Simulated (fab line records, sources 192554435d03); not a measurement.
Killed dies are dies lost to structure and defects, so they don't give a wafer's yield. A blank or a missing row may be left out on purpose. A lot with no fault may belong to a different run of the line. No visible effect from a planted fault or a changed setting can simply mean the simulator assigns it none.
3 desks looking at one fault ; flow n5Finfet ; what lay behind the numbers comes last; until then each desk has only its own

AT THE METROLOGY DESK
Means of the sampled wafers that have a number, per lot and without regard to the tool the lot ran on: this is what the gauges read. Marked OUT: a lot whose mean sits more than 4 standard deviations from the usual mean, which makes it out of limits; the brackets give that distance.
Columns: A = cdNm at N5_BEOL_M14_CD_MEAS_10, usual 251 nm
lot;first seen here;A
L838;day 11 10:19;252
L839;day 11 17:02;248
L841;day 11 23:58;253
L843;day 12 17:06;255
L845;day 13 17:25;255
L852;day 15 02:13;250
L853;day 15 11:42;252
L856;day 15 19:47;255
L855;day 15 21:02;253
L857;day 16 05:13;250
L859;day 16 19:18;246
This desk's finding: nothing out of limits on any of the 11 lots.

FOR THE TOOL OWNER'S DESK: pecvd-02
The tool's own readings at N5_BEOL_M13_DEP_53 (deposits SiCN from 3MS/NH3, target thk 50 nm, time 17.8 s): means of the sampled wafers that have a number, for each lot that ran on this tool. Marked OUT: a lot whose mean sits more than 4 standard deviations from the usual mean, which makes it out of limits; the brackets give that distance.
Columns: A = chamberPressureTorr at N5_BEOL_M13_DEP_53, usual 3.001 Torr; B = showerheadPlenumPTorr at N5_BEOL_M13_DEP_53, usual 4.162 Torr; C = showerheadVppV at N5_BEOL_M13_DEP_53, usual 1581 V; D = throttleValvePct at N5_BEOL_M13_DEP_53, usual 18.3 %
lot;first seen here;A;B;C;D
L839;day 11 16:17;3.004;4.143;1570;18.1
L841;day 11 23:13;2.993;4.133;1558;17.6
L845;day 13 16:47;3.011;4.126;1549;17.5
L852;day 15 01:28;3.007;4.130;1571;18.2
L853;day 15 10:52;3.001;4.143;1570;18.5
This desk's finding: nothing out of limits on any of the 5 lots.

THE DEFECT DESK
Inspection counts along the route, by lot: the mean over sampled wafers that carry a number. Marked OUT: a lot whose mean sits more than 4 standard deviations from the usual mean, which makes it out of limits; the brackets give that distance.
Columns: A = rawDefectCount at N5_BEOL_M13_INSPECT_55, usual 74
lot;first seen here;A
L838;day 11 09:46;63
L839;day 11 16:23;83
L841;day 11 23:18;66
L843;day 12 16:34;98
L845;day 13 16:53;74
L852;day 15 01:33;274 (+8.0) OUT
L853;day 15 10:58;264 (+7.6) OUT
L856;day 15 19:14;48
L855;day 15 20:18;87
L857;day 16 04:41;65
L859;day 16 18:46;40
This desk finds L852, L853 out of limits, L852 being first, at day 15 01:33 (rawDefectCount at N5_BEOL_M13_INSPECT_55). Within limits: L838, L839, L841, L843, L845, L856, L855, L857, L859.

TAKEN TOGETHER
The defect desk could have raised an alarm at day 15 01:33, on L852, L853.
From the metrology desk's view, nothing was out of limits.
The tool owner's desk saw nothing out of limits.
The metrology desk holds a record of L852, L853, inside its limits.
On record at the tool owner's desk: L852, L853, within its limits.
Every lot named ran N5_BEOL_M13_DEP_53 on pecvd-02.

WHAT THE SIMULATOR HAD INSERTED
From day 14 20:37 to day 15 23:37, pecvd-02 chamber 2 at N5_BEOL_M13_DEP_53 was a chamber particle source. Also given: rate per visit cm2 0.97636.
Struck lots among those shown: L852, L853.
Hours from the fault's start to each desk's first reading out of limits: the defect desk, 5.
